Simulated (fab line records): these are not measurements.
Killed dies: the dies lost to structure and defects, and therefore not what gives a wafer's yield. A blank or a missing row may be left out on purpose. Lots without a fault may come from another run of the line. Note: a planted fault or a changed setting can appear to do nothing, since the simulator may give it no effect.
fab line records	flow n5_finfet
[record] lots = 7	wafers = 21
route steps=1938 shown WELL_APT@24 PMOS_HMC_CHANNEL_EPI@63 FIN_SAQP@96 DUMMY_GATE@246 SD_EPI_N@279
start_h: start of the lot's first displayed wafer, in hours after the record's first day	wait_h: hours since the lot's step before	" the same as in the row above	L1.1+2: a single row standing in for several wafers	- no value, or no start given	* or withheld: withheld	< > ~ a bound
route shown NAME@n: a module of which the file shows steps, and the number in the route of the first	usual: average and standard deviation across the fault-free wafers	same: alike in all rows	chamber/n: place in a boat	sites: per-site readings	_std_site: standard deviation of those values	_edge_site: the outer-site mean with the inner-site mean subtracted	radius_mm: how far each site lies from the wafer's centre	mask NAME#n: copy n	behind: the last tool/chamber to shape the wafer	hold: why the lot was held/for how many hours/how that ended	device: names the non-switching transistor (n, p or np)	end of line: the tests these same wafers got at the end of their route	step lacking rows: just its recipe	killed: the dies lost at the first sort to structure and to defects; this is not the yield of the wafer	map: the dies of a wafer, with x for killed, . for not killed, _ for no die there
set.NAME: the setting as run; set.NAME@STEP: as run at that earlier step	model.NAME: the simulator's own value behind a step, which no gauge read
lots run with intentionally changed settings; tables by step, rows by wafer
[[steps]]
[step N5_WELL_APT_EXPOSE_05]
[recipe] mask_id = NWELL	na = 0.8	source_shape = conventional	sigma_outer = 0.8	polarization = unpolarized	defocus_nm = 0	target_cd_nm = 200	dose_mj = 20.3
lot.wafer	tool	chamber	start_h	wait_h	mask	set.dose_mj
L074.1+3	krf_scanner-01	0	13.64	-	NWELL#0	20.3
L074.6	"	0	"	"	NWELL#0	20.69
L078.1+5	krf_scanner-01	0	37.51	-	NWELL#0	20.3
L078.2	"	0	"	"	NWELL#0	19.4
L081.1+2+5	krf_scanner-01	0	55.91	-	NWELL#0	20.3
L088.1+3+6	krf_scanner-02	0	97.63	-	NWELL#0	20.3
L090.1	krf_scanner-01	0	109.84	-	NWELL#0	20.3
L090.2+3	"	0	"	"	NWELL#0	21.76
L096.1	krf_scanner-02	0	145.41	-	NWELL#0	19.33
L096.2+4	"	0	"	"	NWELL#0	20.3
L097.1	krf_scanner-01	0	151.64	-	NWELL#0	20.3
L097.5+6	"	0	"	"	NWELL#0	21.18
[step N5_WELL_APT_PEB_06]
[recipe] peb_temp_c = 130	peb_time_s = 90
lot.wafer	tool	chamber	start_h	wait_h	set.peb_time_s
L074.1+3	litho_track-01	0	13.70	0.1	105.1
L074.6	"	0	"	"	90
L078.1+2+5	litho_track-01	0	37.57	0.1	90
L081.1+2+5	litho_track-04	0	55.97	0.1	90
L088.1+3	litho_track-05	0	97.69	0.1	96.67
L088.6	"	0	"	"	90
L090.1+3	litho_track-05	0	109.90	0.1	105.2
L090.2	"	0	"	"	90
L096.1+4	litho_track-04	0	145.46	0.1	90
L096.2	"	0	"	"	96.37
L097.1+5	litho_track-05	0	151.69	0.1	95.46
L097.6	"	0	"	"	90
[step N5_WELL_APT_DEVELOP_07]
[recipe] develop_time_s = 45	rinse_liquid = surfactant_rinse	dry = air_spin	dev_temp_c = 21
[step N5_WELL_APT_HARDBAKE_12]
[recipe] temp_c = 130	time_s = 120
[step N5_WELL_APT_CD_MEAS_08]
[recipe] target_cd_nm = 200	landing_energy_ev = 500	detector = se_inlens
[usual] cd_nm = 200.2/2
lot.wafer	tool	chamber	start_h	wait_h	set.dose_mj@WELL_APT_EXPOSE_05	cd_nm
L074.1	cd_sem-01	0	13.82	-	20.3	206.5
L074.3	"	0	"	"	20.3	206.8
L074.6	"	0	"	"	20.69	206.8
L078.1	cd_sem-02	0	37.68	-	20.3	201.0
L078.2	"	0	"	"	19.4	194.8
L078.5	"	0	"	"	20.3	201.5
L081.1	cd_sem-02	0	56.08	-	20.3	198.6
L081.2	"	0	"	"	20.3	199.5
L081.5	"	0	"	"	20.3	198.9
L088.1	cd_sem-01	0	97.81	-	20.3	202.1
L088.3	"	0	"	"	20.3	198.6
L088.6	"	0	"	"	20.3	200.2
L090.1	cd_sem-02	0	110.02	-	20.3	203.8
L090.2	"	0	"	"	21.76	212.2
L090.3	"	0	"	"	21.76	217.3
L096.1	cd_sem-03	0	145.58	-	19.33	192.7
L096.2	"	0	"	"	20.3	203.4
L096.4	"	0	"	"	20.3	199.4
L097.1	cd_sem-01	0	151.81	-	20.3	202.3
L097.5	"	0	"	"	21.18	207.8
L097.6	"	0	"	"	21.18	206.1
[step N5_WELL_APT_DESCUM_13]
[recipe] chemistry = O2	time_s = 7.9	source_power_w = 50	bias_power_w = 20	pressure_mtorr = 20	rf_frequency_hz = 2.712e+07	temp_c = 40	o2_flow_sccm = 225
lot.wafer	tool	chamber	start_h	wait_h	set.dose_mj@WELL_APT_EXPOSE_05	model.WELL_APT.cd_nm
L074.1	rie_diel-01	0	13.91	0.0	20.3	206.5
L074.3	"	1	"	"	20.3	206.6
L074.6	"	0	"	"	20.69	206.6
L078.1	rie_diel-03	3	37.77	0.0	20.3	201.5
L078.2	"	2	"	"	19.4	194.8
L078.5	"	2	"	"	20.3	201.1
L081.1	rie_diel-04	1	56.17	0.0	20.3	198.2
L081.2	"	2	"	"	20.3	200.1
L081.5	"	1	"	"	20.3	198.6
L088.1	rie_diel-04	0	97.89	0.0	20.3	201.5
L088.3	"	1	"	"	20.3	198.3
L088.6	"	3	"	"	20.3	200.3
L090.1	rie_diel-03	1	110.11	0.0	20.3	203.6
L090.2	"	3	"	"	21.76	212.5
L090.3	"	0	"	"	21.76	217.3
L096.1	rie_diel-04	0	145.67	0.0	19.33	192.5
L096.2	"	2	"	"	20.3	203.6
L096.4	"	1	"	"	20.3	199.7
L097.1	rie_diel-01	0	151.90	0.0	20.3	202.4
L097.5	"	2	"	"	21.18	208
L097.6	"	3	"	"	21.18	206
[step N5_PMOS_HMC_CHANNEL_EPI_PEB_07]
[recipe] peb_temp_c = 110	peb_time_s = 60	resist = CAR-ArF-block
lot.wafer	tool	chamber	start_h	wait_h	set.peb_time_s
L074.1	litho_track-04	0	17.20	0.1	60
L074.3+6	"	0	"	"	54.58
L078.1+5	litho_track-03	0	41.18	0.1	60
L078.2	"	0	"	"	69.53
L081.1+2+5	litho_track-03	0	59.50	0.1	60
L088.1+3+6	litho_track-03	0	101.06	0.1	60
L090.1+2+3	litho_track-03	0	113.31	0.1	51.74
L096.1+2+4	litho_track-03	0	149.06	0.1	60
L097.1+5+6	litho_track-02	0	155.33	0.1	60
[step N5_PMOS_HMC_CHANNEL_EPI_DEVELOP_08]
[recipe] develop_time_s = 30	developer = TMAH	resist = CAR-ArF-block	dev_temp_c = 23	rinse_liquid = diw	dry = air_spin
[step N5_PMOS_HMC_CHANNEL_EPI_CD_MEAS_09]
[recipe] target_cd_nm = 237.4	landing_energy_ev = 500	detector = se_inlens
[usual] cd_nm = 237.4/0.89
lot.wafer	tool	chamber	start_h	wait_h	set.peb_time_s@PMOS_HMC_CHANNEL_EPI_PEB_07	cd_nm
L074.1	cd_sem-02	0	17.26	-	60	239.1
L074.3	"	0	"	"	54.58	234.7
L074.6	"	0	"	"	54.58	233.3
L078.1	cd_sem-02	0	41.25	-	60	237.6
L078.2	"	0	"	"	69.53	241.8
L078.5	"	0	"	"	60	237.7
L081.1	cd_sem-02	0	59.57	-	60	237.0
L081.2	"	0	"	"	60	236.8
L081.5	"	0	"	"	60	236.5
L088.1	cd_sem-01	0	101.13	-	60	238.1
L088.3	"	0	"	"	60	237.1
L088.6	"	0	"	"	60	237.2
L090.1	cd_sem-03	0	113.38	-	51.74	231.5
L090.2	"	0	"	"	51.74	231.8
L090.3	"	0	"	"	51.74	231.5
L096.1	cd_sem-02	0	149.13	-	60	237.3
L096.2	"	0	"	"	60	239.5
L096.4	"	0	"	"	60	237.1
L097.1	cd_sem-01	0	155.40	-	60	238.0
L097.5	"	0	"	"	60	237.3
L097.6	"	0	"	"	60	238.0
[step N5_PMOS_HMC_CHANNEL_EPI_DESCUM_14]
[recipe] chemistry = O2	time_s = 7.9	source_power_w = 50	bias_power_w = 20	pressure_mtorr = 20	rf_frequency_hz = 2.712e+07	temp_c = 40	resist = CAR-ArF-block	o2_flow_sccm = 225
lot.wafer	tool	chamber	start_h	wait_h	set.peb_time_s@PMOS_HMC_CHANNEL_EPI_PEB_07	model.PMOS_HMC_CHANNEL_EPI.cd_nm
L074.1	rie_diel-02	1	17.47	0.2	60	239.1
L074.3	"	2	"	"	54.58	234.7
L074.6	"	0	"	"	54.58	233.6
L078.1	rie_diel-02	3	41.34	0.0	60	237.5
L078.2	"	1	"	"	69.53	241.7
L078.5	"	0	"	"	60	238
L081.1	rie_diel-02	1	59.68	0.1	60	237.2
L081.2	"	3	"	"	60	236.9
L081.5	"	3	"	"	60	237
L088.1	rie_diel-06	3	101.23	0.0	60	238
L088.3+6	"	0,1	"	"	60	237.3
L090.1	rie_diel-05	0	113.46	0.0	51.74	231.5
L090.2+3	"	2,1	"	"	51.74	231.9
L096.1	rie_diel-02	2	149.22	0.0	60	237.3
L096.2	"	0	"	"	60	239.1
L096.4	"	1	"	"	60	237.5
L097.1+6	rie_diel-05	0	155.49	0.0	60	238.1
L097.5	"	1	"	"	60	237.1
[step N5_PMOS_HMC_CHANNEL_EPI_ETCH_32]
[recipe] chemistry = N2/H2	target = BARC	stop_on = SiO2	target_depth_a = 858	over_etch_frac = 0.3	time_s = 50.3	ion_energy_ev = 200	mask_material = CAR-ArF-block	pressure_mtorr = 30	source_w = 840	bias_w = 150	n2_flow_sccm = 200	h2_flow_sccm = 200
[usual] rf_vpp_V = 523.5/2.2
lot.wafer	tool	chamber	start_h	wait_h	set.bias_w	rf_vpp_V
L074.1	rie_diel-02	1	17.51	0.0	150	526.3
L074.3	"	2	"	"	166.8	559.4
L074.6	"	0	"	"	150	524.5
L078.1	rie_diel-02	3	41.37	0.0	166.2	558.3
L078.2	"	1	"	"	150	526.2
L078.5	"	0	"	"	150	524.4
L081.1	rie_diel-02	1	59.72	0.0	150	526.9
L081.2	"	3	"	"	150	521.1
L081.5	"	3	"	"	150	522.9
L088.1	rie_diel-06	3	101.26	0.0	150	527.5
L088.3	"	0	"	"	133.8	489.2
L088.6	"	1	"	"	133.8	485.1
L090.1	rie_diel-05	0	113.50	0.0	150	524.9
L090.2	"	2	"	"	157	538.5
L090.3	"	1	"	"	150	520.3
L096.1	rie_diel-02	2	149.26	0.0	150	522.6
L096.2	"	0	"	"	150	523.0
L096.4	"	1	"	"	150	526.8
L097.1	rie_diel-05	0	155.52	0.0	160.6	549.2
L097.5	"	1	"	"	150	520.1
L097.6	"	0	"	"	150	524.9
[step N5_FIN_SAQP_HM_DEP_03]
[recipe] material = SiNx	target_thk_a = 380	temp_c = 400	precursor = SiH4/NH3/N2	pressure_torr = 1.5	rf_w = 300	time_s = 33.6
lot.wafer	tool	chamber	start_h	wait_h	set.time_s	model.SiNx_of_FIN_SAQP_HM_DEP_03.thk_nm
L074.1	pecvd-03	0	20.82	0.2	33.6	37.86
L074.3	"	1	"	"	28.92	31.94
L074.6	"	0	"	"	28.92	33.01
L078.1	pecvd-01	2	45.14	0.2	33.6	38.24
L078.2	"	0	"	"	33.6	37.95
L078.5	"	1	"	"	30.44	34.39
L081.1	pecvd-01	1	63.36	0.2	33.6	37.28
L081.2	"	0	"	"	33.6	38.37
L081.5	"	1	"	"	33.6	38.11
L088.1	pecvd-02	1	104.66	0.2	33.6	37.73
L088.3	"	0	"	"	33.6	37.86
L088.6	"	2	"	"	33.6	37.91
L090.1	pecvd-03	1	116.76	0.2	33.6	36.83
L090.2	"	0	"	"	36.74	40.71
L090.3	"	2	"	"	36.74	41.29
L096.1	pecvd-01	1	152.73	0.2	36.21	40.39
L096.2	"	0	"	"	33.6	37.27
L096.4	"	2	"	"	36.21	41.44
L097.1	pecvd-01	1	159.42	0.2	33.6	37.46
L097.5	"	0	"	"	33.6	38.09
L097.6	"	2	"	"	35.73	40.77
[step N5_FIN_SAQP_THK_MEAS_05]
[usual] thk_nm = 38.0/0.53
lot.wafer	tool	chamber	start_h	wait_h	set.time_s@FIN_SAQP_HM_DEP_03	thk_nm
L074.1	film_metro-01	-	20.91	0.1	33.6	37.9
L074.3	"	-	"	"	28.92	31.9
L074.6	"	-	"	"	28.92	33.0
L078.1	film_metro-02	-	45.23	0.1	33.6	38.3
L078.2	"	-	"	"	33.6	38.0
L078.5	"	-	"	"	30.44	34.4
L081.1	film_metro-01	-	63.47	0.1	33.6	37.3
L081.2	"	-	"	"	33.6	38.3
L081.5	"	-	"	"	33.6	38.1
L088.1	film_metro-01	-	104.75	0.1	33.6	37.8
L088.3	"	-	"	"	33.6	37.9
L088.6	"	-	"	"	33.6	37.9
L090.1	film_metro-02	-	116.84	0.1	33.6	36.7
L090.2	"	-	"	"	36.74	40.7
L090.3	"	-	"	"	36.74	41.3
L096.1	film_metro-01	-	152.82	0.1	36.21	40.4
L096.2	"	-	"	"	33.6	37.2
L096.4	"	-	"	"	36.21	41.5
L097.1	film_metro-02	-	159.50	0.1	33.6	37.4
L097.5	"	-	"	"	33.6	38.1
L097.6	"	-	"	"	35.73	40.8
[step N5_FIN_SAQP_EXPOSE_13]
[recipe] mask_id = FIN_CORE	na = 1.35	source_shape = dipole	sigma_inner = 0.538	sigma_outer = 0.738	polarization = te	target_cd_nm = 35.6	dose_mj = 63.25
lot.wafer	tool	chamber	start_h	wait_h	mask	set.dose_mj
L074.1	arfi_scanner-03	0	21.47	-	FIN_CORE#0	61.57
L074.3+6	"	0	"	"	FIN_CORE#0	63.25
L078.1+2+5	arfi_scanner-03	0	45.79	-	FIN_CORE#0	65.86
L081.1+2+5	arfi_scanner-01	0	64.04	-	FIN_CORE#0	63.25
L088.1+3+6	arfi_scanner-01	0	105.31	-	FIN_CORE#0	63.25
L090.1	arfi_scanner-01	0	117.41	-	FIN_CORE#0	63.25
L090.2+3	"	0	"	"	FIN_CORE#0	65.94
L096.1+2	arfi_scanner-02	0	153.25	-	FIN_CORE#0	63.25
L096.4	"	0	"	"	FIN_CORE#0	60.37
L097.1+6	arfi_scanner-01	0	160.07	-	FIN_CORE#0	63.25
L097.5	"	0	"	"	FIN_CORE#0	60.1
[step N5_FIN_SAQP_PEB_14]
[recipe] peb_temp_c = withheld	peb_time_s = 60	resist = CAR-ArF
[step N5_FIN_SAQP_DEVELOP_15]
[recipe] develop_time_s = 30	developer = TMAH	resist = CAR-ArF	dev_temp_c = 23	rinse_liquid = diw	dry = air_spin
[step N5_FIN_SAQP_MANDREL2_REMOVE_60]
[recipe] chemistry = HBr/Cl2/O2	bt_time_s = 10	target = a-Si	stop_on = SiNx	endpoint = OES-SiCl	over_etch_frac = 1	icp_w = 600	bias_w = 22	HBr_flow_sccm = 150	Cl2_flow_sccm = 80	O2_flow_sccm = 5	pressure_mtorr = 10
[step N5_FIN_SAQP_HM_OPEN_33]
[recipe] chemistry = CH3F/O2	target = SiNx	mask_material = SiO2	target_depth_a = 494	time_s = 70.6	pressure_mtorr = 30	source_w = 395	bias_w = 73	Ar_flow_sccm = 150	CH3F_flow_sccm = 30	O2_flow_sccm = 20	ion_energy_ev = 120	ends = cleared
[usual] etch_rf_on_time_s = 69.5/1.9
lot.wafer	tool	chamber	start_h	wait_h	set.time_s@FIN_SAQP_HM_DEP_03	etch_rf_on_time_s	model.etch.depth_nm
L074.1	rie_diel-03	2	26.38	0.0	33.6	69.2	37.23
L074.3	"	1	"	"	28.92	58.5	31.09
L074.6	"	1	"	"	28.92	60.9	32.38
L078.1	rie_diel-03	1	51.19	0.1	33.6	69.6	37.61
L078.2	"	3	"	"	33.6	67.4	37.32
L078.5	"	0	"	"	30.44	65.2	33.76
L081.1	rie_diel-03	2	68.66	0.0	33.6	67.5	36.66
L081.2	"	0	"	"	33.6	73.3	37.74
L081.5	"	2	"	"	33.6	69.4	37.48
L088.1	rie_diel-01	1	109.37	0.0	33.6	70.2	37.1
L088.3	"	2	"	"	33.6	70.3	37.23
L088.6	"	0	"	"	33.6	71.7	37.29
L090.1	rie_diel-03	3	122.81	0.1	33.6	65.7	36.12
L090.2	"	1	"	"	36.74	75.0	40.08
L090.3	"	0	"	"	36.74	79.5	40.66
L096.1	rie_diel-03	1	157.98	0.0	36.21	73.1	39.55
L096.2	"	3	"	"	33.6	66.0	36.64
L096.4	"	2	"	"	36.21	73.3	40.81
L097.1	rie_diel-04	3	164.09	0.0	33.6	68.4	36.83
L097.5	"	3	"	"	33.6	69.9	37.46
L097.6	"	0	"	"	35.73	75.7	40.15
[step N5_DUMMY_GATE_ETCH_32]
[recipe] chemistry = CF4	target = SiO2	target_depth_a = 35	time_s = 3.9	ion_energy_ev = 350	pressure_mtorr = 10	icp_w = 800	bias_w = 400	cf4_flow_sccm = 80
lot.wafer	tool	chamber	start_h	wait_h	set.time_s	model.etch.depth_nm
L074.1	rie_si-01	1	46.64	0.1	3.305	2.849
L074.3	"	3	"	"	3.305	2.998
L074.6	"	1	"	"	3.305	2.843
L078.1	rie_si-01	2	73.43	0.1	3.9	3.531
L078.2	"	0	"	"	3.53	3.153
L078.5	"	0	"	"	3.9	3.487
L081.1	rie_si-04	0	90.73	0.1	3.9	3.519
L081.2	"	1	"	"	3.9	3.569
L081.5	"	3	"	"	3.9	3.415
L088.1	rie_si-03	1	130.71	0.1	4.695	4.172
L088.3	"	0	"	"	3.9	3.409
L088.6	"	3	"	"	3.9	3.408
L090.1	rie_si-04	3	143.39	0.1	3.9	3.421
L090.2	"	2	"	"	3.9	3.516
L090.3	"	1	"	"	3.9	3.556
L096.1	rie_si-01	2	180.44	0.1	3.9	3.527
L096.2	"	0	"	"	3.9	3.45
L096.4	"	0	"	"	3.9	3.449
L097.1	rie_si-01	0	184.57	0.1	4.475	3.985
L097.5	"	1	"	"	4.475	3.889
L097.6	"	2	"	"	3.9	3.552
[step N5_DUMMY_GATE_ETCH_42]
[recipe] chemistry = CHF3/O2	target = SiO2	target_depth_a = 35	time_s = 31	ion_energy_ev = 30	bias_w = 12	pressure_mtorr = 30	source_w = 600	Ar_flow_sccm = 200	CHF3_flow_sccm = 50	O2_flow_sccm = 5
[usual] rf_vpp_V = 42.6/0.97
lot.wafer	tool	chamber	start_h	wait_h	set.bias_w	rf_vpp_V
L074.1	rie_diel-05	0	46.89	0.0	12	43.6
L074.3	"	1	"	"	12	43.8
L074.6	"	3	"	"	13.18	45.1
L078.1	rie_diel-06	3	73.71	0.1	11.3	42.2
L078.2	"	0	"	"	12	41.0
L078.5	"	2	"	"	11.3	40.1
L081.1	rie_diel-02	0	90.97	0.0	12	43.5
L081.2	"	3	"	"	12	42.8
L081.5	"	1	"	"	12	43.3
L088.1	rie_diel-02	0	130.96	0.0	12	43.1
L088.3	"	2	"	"	10.85	39.2
L088.6	"	2	"	"	12	42.0
L090.1	rie_diel-05	2	143.64	0.0	10.95	39.5
L090.2	"	1	"	"	10.95	39.2
L090.3	"	3	"	"	12	42.7
L096.1	rie_diel-05	0	180.69	0.0	13.67	48.5
L096.2	"	1	"	"	12	41.6
L096.4	"	2	"	"	13.67	46.3
L097.1	rie_diel-02	0	184.83	0.1	12	44.2
L097.5	"	0	"	"	12	43.5
L097.6	"	3	"	"	12	43.2
[step N5_SD_EPI_N_ETCH_16]
[recipe] chemistry = CHF3/O2	target = SiO2	target_depth_a = 50	mask_material = SOC	pressure_mtorr = 30	source_w = 650	bias_w = 170	Ar_flow_sccm = 200	CHF3_flow_sccm = 50	O2_flow_sccm = 5	ion_energy_ev = 200
lot.wafer	tool	chamber	start_h	wait_h	set.target_depth_a	model.etch.depth_nm
L074.1	rie_diel-01	3	49.03	0.1	52.42	5.163
L074.3	"	2	"	"	52.42	5.17
L074.6	"	0	"	"	50	4.829
L078.1	rie_diel-04	1	75.65	0.1	50	5.089
L078.2	"	0	"	"	50	4.924
L078.5	"	2	"	"	50	4.984
L081.1	rie_diel-01	2	92.92	0.1	50	4.897
L081.2	"	0	"	"	50	4.849
L081.5	"	2	"	"	50	4.93
L088.1	rie_diel-03	2	133.62	0.1	50	5.141
L088.3	"	1	"	"	48.32	4.784
L088.6	"	3	"	"	50	5.09
L090.1	rie_diel-01	0	145.58	0.1	45.69	4.354
L090.2	"	2	"	"	50	4.843
L090.3	"	1	"	"	45.69	4.486
L096.1	rie_diel-04	2	182.63	0.1	50	4.982
L096.2	"	1	"	"	50	5.042
L096.4	"	0	"	"	46.7	4.562
L097.1	rie_diel-03	0	187.09	0.1	50	5.081
L097.5	"	1	"	"	47.79	4.764
L097.6	"	0	"	"	47.79	4.834
[step N5_SD_EPI_N_EPI_21]
[recipe] material = Si:P	dopant = P	temp_c = 680	pressure_torr = 255	time_s = 690
lot.wafer	tool	chamber	start_h	wait_h	set.time_s	model.Si-P_of_SD_EPI_N_EPI_21.thk_nm
L074.1	epi_rpcvd-03	0	50.08	0.1	690	59.2
L074.3	"	0	"	"	760.5	63.2
L074.6	"	0	"	"	760.5	61.6
L078.1	epi_rpcvd-03	0	76.71	0.1	690	58.6
L078.2	"	0	"	"	605.7	53.6
L078.5	"	0	"	"	690	58.2
L081.1+5	epi_rpcvd-03	0	93.97	0.1	690	60
L081.2	"	0	"	"	690	59.8
L088.1	epi_rpcvd-01	0	134.68	0.1	690	58.6
L088.3	"	0	"	"	690	58.4
L088.6	"	0	"	"	690	58.8
L090.1	epi_rpcvd-03	0	146.64	0.1	690	59.8
L090.2	"	0	"	"	690	59.2
L090.3	"	0	"	"	753.5	62.8
L096.1	epi_rpcvd-03	0	183.87	0.2	633.2	55.2
L096.2	"	0	"	"	690	58.8
L096.4	"	0	"	"	690	58.4
L097.1	epi_rpcvd-02	0	188.14	0.1	690	59.2
L097.5	"	0	189.26	1.1	690	58.8
L097.6	"	0	"	"	620.7	54.6
[step N5_SD_EPI_N_EPI_MEAS_23]
[recipe] mode = xrd
[usual] thk_nm = 59.1/1.2
lot.wafer	tool	chamber	start_h	wait_h	set.time_s@SD_EPI_N_EPI_21	thk_nm
L074.1	film_metro-01	-	51.80	1.4	690	59.9
L074.3	"	-	"	"	760.5	63.6
L074.6	"	-	"	"	760.5	61.4
L078.1	film_metro-02	-	78.44	1.5	690	59.8
L078.2	"	-	"	"	605.7	53.8
L078.5	"	-	"	"	690	59.9
L081.1	film_metro-02	-	95.69	1.4	690	60.2
L081.2	"	-	"	"	690	59.2
L081.5	"	-	"	"	690	59.4
L088.1	film_metro-02	-	136.40	1.4	690	56.6
L088.3	"	-	"	"	690	58.2
L088.6	"	-	"	"	690	57.8
L090.1	film_metro-01	-	148.36	1.4	690	59.6
L090.2	"	-	"	"	690	59.8
L090.3	"	-	"	"	753.5	65.0
L096.1	film_metro-02	-	186.14	1.9	633.2	54.5
L096.2	"	-	"	"	690	59.1
L096.4	"	-	"	"	690	58.7
L097.1	film_metro-01	-	189.86	1.4	690	57.8
L097.5	"	-	"	"	690	58.6
L097.6	"	-	"	"	620.7	53.5
[step N5_SD_EPI_N_PRECLEAN_24]
[recipe] chemistry = O3/DIW	time_s = 60	temp_c = 22	o3_ppm = 10
lot.wafer	tool	chamber	start_h	wait_h	set.time_s@SD_EPI_N_EPI_21	model.Si-P_of_SD_EPI_N_EPI_21.thk_nm
L074.1	wet_bench-05	3	51.84	0.0	690	58.6
L074.3	"	2	"	"	760.5	62.8
L074.6	"	4	"	"	760.5	61.2
L078.1	wet_bench-05	0	78.48	0.0	690	58.4
L078.2	"	7	"	"	605.7	53.2
L078.5	"	4	"	"	690	57.8
L081.1+5	wet_bench-01	4,3	95.73	0.0	690	59.6
L081.2	"	6	"	"	690	59.4
L088.1	wet_bench-01	3	136.43	0.0	690	58.2
L088.3	"	5	"	"	690	58
L088.6	"	2	"	"	690	58.4
L090.1	wet_bench-05	1	148.39	0.0	690	59.4
L090.2	"	2	"	"	690	58.8
L090.3	"	7	"	"	753.5	62.4
L096.1	wet_bench-01	4	186.18	0.0	633.2	54.8
L096.2	"	7	"	"	690	58.4
L096.4	"	5	"	"	690	58
L097.1	wet_bench-05	6	189.89	0.0	690	58.8
L097.5	"	1	"	"	690	58.4
L097.6	"	3	"	"	620.7	54.2
[[key]]
[split] step = N5_WELL_APT_EXPOSE_05	setting = dose_mj	stated = 20.3	by = wafer
[response] step = N5_WELL_APT_CD_MEAS_08	reading = cd_nm	change = +1.45	per = 1%	r = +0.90
[response] step = N5_WELL_APT_DESCUM_13	reading = model.WELL_APT.cd_nm	change = +1.49	per = 1%	r = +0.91
[split] step = N5_WELL_APT_PEB_06	setting = peb_time_s	stated = 90	by = wafer
response none clear
[split] step = N5_PMOS_HMC_CHANNEL_EPI_PEB_07	setting = peb_time_s	stated = 60	by = wafer
[response] step = N5_PMOS_HMC_CHANNEL_EPI_CD_MEAS_09	reading = cd_nm	change = +0.337	per = 1%	r = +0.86
[response] step = N5_PMOS_HMC_CHANNEL_EPI_DESCUM_14	reading = model.PMOS_HMC_CHANNEL_EPI.cd_nm	change = +0.324	per = 1%	r = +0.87
[split] step = N5_PMOS_HMC_CHANNEL_EPI_ETCH_32	setting = bias_w	stated = 150	by = wafer
[response] step = N5_PMOS_HMC_CHANNEL_EPI_ETCH_32	reading = rf_vpp_V	change = +3.34	per = 1%	r = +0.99
[split] step = N5_FIN_SAQP_HM_DEP_03	setting = time_s	stated = 33.6	by = wafer
[response] step = N5_FIN_SAQP_HM_DEP_03	reading = model.SiNx_of_FIN_SAQP_HM_DEP_03.thk_nm	change = +0.417	per = 1%	r = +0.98
[response] step = N5_FIN_SAQP_THK_MEAS_05	reading = thk_nm	change = *	per = 1%	r = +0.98
[response] step = N5_FIN_SAQP_HM_OPEN_33	reading = etch_rf_on_time_s	change = *	per = 1%	r = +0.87
[response] step = N5_FIN_SAQP_HM_OPEN_33	reading = model.etch.depth_nm	change = +0.42	per = 1%	r = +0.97
[split] step = N5_FIN_SAQP_EXPOSE_13	setting = dose_mj	stated = 63.25	by = wafer
response none clear
[split] step = N5_DUMMY_GATE_ETCH_32	setting = time_s	stated = 3.9	by = wafer
[response] step = N5_DUMMY_GATE_ETCH_32	reading = model.etch.depth_nm	change = +0.0341	per = 1%	r = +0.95
[split] step = N5_DUMMY_GATE_ETCH_42	setting = bias_w	stated = 12	by = wafer
[response] step = N5_DUMMY_GATE_ETCH_42	reading = rf_vpp_V	change = +0.314	per = 1%	r = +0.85
[split] step = N5_SD_EPI_N_ETCH_16	setting = target_depth_a	stated = 50	by = wafer
[response] step = N5_SD_EPI_N_ETCH_16	reading = model.etch.depth_nm	change = +0.0617	per = 1%	r = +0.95
[split] step = N5_SD_EPI_N_EPI_21	setting = time_s	stated = 690	by = wafer
[response] step = N5_SD_EPI_N_EPI_21	reading = model.Si-P_of_SD_EPI_N_EPI_21.thk_nm	change = +0.382	per = 1%	r = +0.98
[response] step = N5_SD_EPI_N_EPI_MEAS_23	reading = thk_nm	change = *	per = 1%	r = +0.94
[response] step = N5_SD_EPI_N_PRECLEAN_24	reading = model.Si-P_of_SD_EPI_N_EPI_21.thk_nm	change = +0.389	per = 1%	r = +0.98
